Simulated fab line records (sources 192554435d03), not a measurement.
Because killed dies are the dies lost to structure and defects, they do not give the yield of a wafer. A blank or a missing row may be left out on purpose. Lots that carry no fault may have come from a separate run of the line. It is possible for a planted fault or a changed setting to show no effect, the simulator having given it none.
Problem report, 8D (eight disciplines) form, completed by code || flow n5 finfet || the parts of the form that need people (team, actions taken, sign-off) are left out

== 1. WHAT WENT WRONG ==
Mean M5_ILD_THK at N5_BEOL_M5_THK_MEAS_01: 192.2 nm over 2 wafers in 2 lots; fault-free wafers: 121.2 nm, standard deviation 1.5. That is +47 standard deviations from the usual mean.
First seen on wafer L636.5, day 11 15:59, on film metro-02. The record has a number at this step for 28 wafers belonging to 10 lots. Rule for "out" (also "out of limits"): further than 4 standard deviations from the usual mean. The other wafers with a number count as sound.

== 2. WHAT IT IS, WHAT IT ISN'T ==
{"question": "which readings at this step", "is": "M5_ILD_THK", "is not": "-"}
{"question": "which lots", "is": "L636, L638", "is not": "L628, L629, L631, L633, L635, L644, L646, L648"}
{"question": "which wafers of those lots", "is": "L636.5, L638.1", "is not": "L636.4, L638.4"}
{"question": "read on which gauges", "is": "film metro-01, film metro-02", "is not": "-"}
{"question": "when", "is": "from day 11 15:59", "is not": "up to then (16 sound wafers); but 10 sound wafers of L638, L644, L646, L648 came after"}

== 3. SUSPECTS, AND WHAT RULES EACH OUT ==
Counting: if a tool at a process step up to the reading ran every lot that is out, it stays a suspect. Sound lots after the first of them don't rule it out here, since some wafers of a struck lot are sound.
- the gauge at N5_BEOL_M5_THK_MEAS_01 is ruled out. Those wafers that are out were read across 2 gauges (film metro-01, film metro-02).
- pecvd-04 at N5_BEOL_M5_ILD_DEP_00 (deposits SiCOH lowk from DEMS/porogen, target thk 140.64 nm, time 25.9 s): kept. Every lot that is out went through it, the first being L636 (day 11 15:23); the last sound lot it ran before that was L635 (day 10 19:36).
The count leaves pecvd-04 at N5_BEOL_M5_ILD_DEP_00.

== 4. THE CAUSE (what the simulator had put in) ==
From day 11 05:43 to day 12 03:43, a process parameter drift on pecvd-04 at N5_BEOL_M5_ILD_DEP_00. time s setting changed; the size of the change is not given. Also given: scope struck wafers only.
Only this tool survived the counting.

== 5. THE CHAIN OF EFFECTS, in route order ==
Each row: a reading where the mean over the struck wafers with a number is more than 3 standard deviations away from the usual. Readings are gone through only where the record gives a usual standard deviation; hours: the median, over the lots, of the time from a lot's start at the first step in this table giving one to that lot's start at this step; sigmas: the change measured in usual standard deviations.
{"hours": 0, "step": "N5_BEOL_M5_THK_MEAS_01", "reading": "M5_ILD_THK", "usual": "121.2 nm", "on struck wafers": 192.2, "change": "+71.0", "sigmas": "+47"}
{"hours": 106, "step": "N5_PASSIVATION_PROBE_49", "reading": "defect limited yield", "usual": "91.2 %", "on struck wafers": 0.0, "change": -91.2, "sigmas": -61}
{"hours": 106, "step": "N5_PASSIVATION_PROBE_49", "reading": "killed_at_M4_up", "usual": 13, "on struck wafers": 1092, "change": "+1080", "sigmas": "+99 or more"}
{"hours": 106, "step": "N5_PASSIVATION_PROBE_49", "reading": "killed dies", "usual": 103, "on struck wafers": 1180, "change": "+1077", "sigmas": "+63"}
{"hours": 106, "step": "N5_PASSIVATION_PROBE_49", "reading": "killed on rim", "usual": 14, "on struck wafers": 152, "change": "+138", "sigmas": "+31"}
{"hours": 106, "step": "N5_PASSIVATION_PROBE_49", "reading": "sort_bin_5_function", "usual": "5.2 %", "on struck wafers": 96.8, "change": "+91.6", "sigmas": "+97"}
{"hours": 106, "step": "N5_PASSIVATION_PROBE_49", "reading": "sort n pass", "usual": 1077, "on struck wafers": 0, "change": -1077, "sigmas": -63}
{"hours": 106, "step": "N5_PASSIVATION_PROBE_49", "reading": "sort yield pct", "usual": "91.2 %", "on struck wafers": 0.0, "change": -91.2, "sigmas": -61}
Its process steps:
- N5_PASSIVATION_PROBE_49

== 6. WHAT WOULD HAVE CAUGHT IT SOONER ==
In this record the first reading out of limits at a measuring or inspecting step was taken at day 11 15:59, 10 hours after the fault began at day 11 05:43.
No tool reading at N5_BEOL_M5_ILD_DEP_00 that has a usual standard deviation in the record was out on any struck wafer, so an alarm limit of 4 standard deviations on those readings would not have fired.
Among the 2 lots that are out, L638 began N5_BEOL_M5_ILD_DEP_00 on pecvd-04 after day 11 15:59. Putting the tool on hold at that point would have spared it.
